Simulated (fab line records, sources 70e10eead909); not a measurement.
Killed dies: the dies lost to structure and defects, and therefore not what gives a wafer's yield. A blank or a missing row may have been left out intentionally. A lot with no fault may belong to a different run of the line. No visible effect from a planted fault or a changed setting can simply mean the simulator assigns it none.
Which of the tools did it? || flow nand-harc || Sampling: 12 lots, 36 wafers, 4 of 1302 route steps

## WHAT EACH GAUGE READ, for each wafer
NHARC_A_SOURCE_PLATE_THK_MEAS_06: measures by ellipsometry.
{"lot": "L075", "measured": "day 7 19:03", "on": "film-metro-01", "thk-nm (nm)": "202.4 204.0 200.9"}
{"lot": "L077", "measured": "day 9 01:44", "on": "film-metro-01", "thk-nm (nm)": "200.6 199.9 198.1"}
{"lot": "L079", "measured": "day 9 12:29", "on": "film-metro-02", "thk-nm (nm)": "199.0 199.2 200.0"}
{"lot": "L081", "measured": "day 10 16:50", "on": "film-metro-02", "thk-nm (nm)": "201.0 201.2 200.1"}
{"lot": "L083", "measured": "day 11 12:08", "on": "film-metro-02", "thk-nm (nm)": "198.7 202.9 199.5"}
{"lot": "L085", "measured": "day 12 15:05", "on": "film-metro-02", "thk-nm (nm)": "203.3 203.2 202.7"}
{"lot": "L087", "measured": "day 13 02:39", "on": "film-metro-01", "thk-nm (nm)": "195.9 197.3 196.5"}
{"lot": "L089", "measured": "day 13 19:19", "on": "film-metro-02", "thk-nm (nm)": "201.3 199.8 200.2"}
{"lot": "L091", "measured": "day 14 15:58", "on": "film-metro-01", "thk-nm (nm)": "198.3 201.1 196.7"}
{"lot": "L093", "measured": "day 15 14:44", "on": "film-metro-02", "thk-nm (nm)": "197.2 199.2 198.3"}
{"lot": "L095", "measured": "day 16 20:58", "on": "film-metro-01", "thk-nm (nm)": "200.9 201.5 202.5"}
{"lot": "L097", "measured": "day 17 09:20", "on": "film-metro-01", "thk-nm (nm)": "201.2 198.6 196.5"}

## WHICH TOOL RAN EACH LOT (tool, then ch and the chambers of the sampled wafers, then the start)
{"lot": "L075", "NHARC_P_BONDPAD_ETCH_12": "rie-diel-01 ch 1,2,3, day 6 20:35 or earlier", "NHARC_P_BONDPAD_STRIP_15": "rie-diel-01 ch 0,2,3, day 6 20:35", "NHARC_P_BONDPAD_PRE_CLEAN_26": "pvd-sputter-02, day 7 19:03 or earlier"}
{"lot": "L077", "NHARC_P_BONDPAD_ETCH_12": "rie-diel-01 ch 0,2,3, day 8 01:05 or earlier", "NHARC_P_BONDPAD_STRIP_15": "rie-diel-05 ch 1,2, day 8 01:05", "NHARC_P_BONDPAD_PRE_CLEAN_26": "pvd-sputter-01, day 9 01:44 or earlier"}
{"lot": "L079", "NHARC_P_BONDPAD_ETCH_12": "rie-diel-01 ch 0,1,2, day 8 11:17 or earlier", "NHARC_P_BONDPAD_STRIP_15": "rie-diel-01 ch 2,3, day 8 11:17", "NHARC_P_BONDPAD_PRE_CLEAN_26": "pvd-sputter-01, day 9 12:29 or earlier"}
{"lot": "L081", "NHARC_P_BONDPAD_ETCH_12": "rie-diel-07 ch 2,3, day 9 14:02 or earlier", "NHARC_P_BONDPAD_STRIP_15": "rie-diel-07 ch 1,3, day 9 14:02", "NHARC_P_BONDPAD_PRE_CLEAN_26": "pvd-sputter-03, day 10 16:50 or earlier"}
{"lot": "L083", "NHARC_P_BONDPAD_ETCH_12": "rie-diel-01 ch 0,1,3, day 10 08:14 or earlier", "NHARC_P_BONDPAD_STRIP_15": "rie-diel-05 ch 1,2,3, day 10 08:14", "NHARC_P_BONDPAD_PRE_CLEAN_26": "pvd-sputter-01, day 11 12:08 or earlier"}
{"lot": "L085", "NHARC_P_BONDPAD_ETCH_12": "rie-diel-01 ch 1,2, day 11 14:21 or earlier", "NHARC_P_BONDPAD_STRIP_15": "rie-diel-01 ch 0,2,3, day 11 14:21", "NHARC_P_BONDPAD_PRE_CLEAN_26": "pvd-sputter-03, day 12 15:05 or earlier"}
{"lot": "L087", "NHARC_P_BONDPAD_ETCH_12": "rie-diel-01 ch 1,3, day 12 00:16 or earlier", "NHARC_P_BONDPAD_STRIP_15": "rie-diel-07 ch 0,1,3, day 12 00:16", "NHARC_P_BONDPAD_PRE_CLEAN_26": "pvd-sputter-02, day 13 02:39 or earlier"}
{"lot": "L089", "NHARC_P_BONDPAD_ETCH_12": "rie-diel-05 ch 0,3, day 12 17:41 or earlier", "NHARC_P_BONDPAD_STRIP_15": "rie-diel-07 ch 1,2, day 12 17:41", "NHARC_P_BONDPAD_PRE_CLEAN_26": "pvd-sputter-03, day 13 19:19 or earlier"}
{"lot": "L091", "NHARC_P_BONDPAD_ETCH_12": "rie-diel-01 ch 0,1, day 13 16:05", "NHARC_P_BONDPAD_STRIP_15": "rie-diel-05 ch 0,3, day 13 16:22", "NHARC_P_BONDPAD_PRE_CLEAN_26": "pvd-sputter-03, day 14 15:58 or earlier"}
{"lot": "L093", "NHARC_P_BONDPAD_ETCH_12": "rie-diel-05 ch 1,2,3, day 14 14:13 or earlier", "NHARC_P_BONDPAD_STRIP_15": "rie-diel-07 ch 0,2,3, day 14 14:13", "NHARC_P_BONDPAD_PRE_CLEAN_26": "pvd-sputter-02, day 15 14:44 or earlier"}
{"lot": "L095", "NHARC_P_BONDPAD_ETCH_12": "rie-diel-05 ch 0,1,2, day 15 19:37 or earlier", "NHARC_P_BONDPAD_STRIP_15": "rie-diel-01 ch 0,2,3, day 15 19:37", "NHARC_P_BONDPAD_PRE_CLEAN_26": "pvd-sputter-02, day 16 20:58 or earlier"}
{"lot": "L097", "NHARC_P_BONDPAD_ETCH_12": "rie-diel-01 ch 1,2,3, day 16 05:28 or earlier", "NHARC_P_BONDPAD_STRIP_15": "rie-diel-07 ch 1,3, day 16 05:28", "NHARC_P_BONDPAD_PRE_CLEAN_26": "pvd-sputter-03, day 17 09:20 or earlier"}
- NHARC_P_BONDPAD_ETCH_12: etches the open film in CHF3/O2, target depth 200 nm, time 100 s.
- NHARC_P_BONDPAD_STRIP_15: strips in O2.
- NHARC_P_BONDPAD_PRE_CLEAN_26: time 30 s.

## THE ANSWER, worked out from the rows above alone
Rule: the usual values come from the lots themselves. Put in order of their means at a reading, lots are off if they are a third of the lots or fewer, leave a main group of 4 or more, and stand apart from it by a gap of 3 or more times the standard deviation of the main group's means; of several such gaps the widest counts. A main group is skipped when, at the precision printed for the reading in the tables above, its means are all equal. A lot without any number at a reading at which 4 lots or more have one is off too. The other lots that the step has rows for count as sound.
Across all readings shown, no lot is off: no conclusion can be drawn from this.

## WHAT WAS PUT IN BY THE SIMULATOR
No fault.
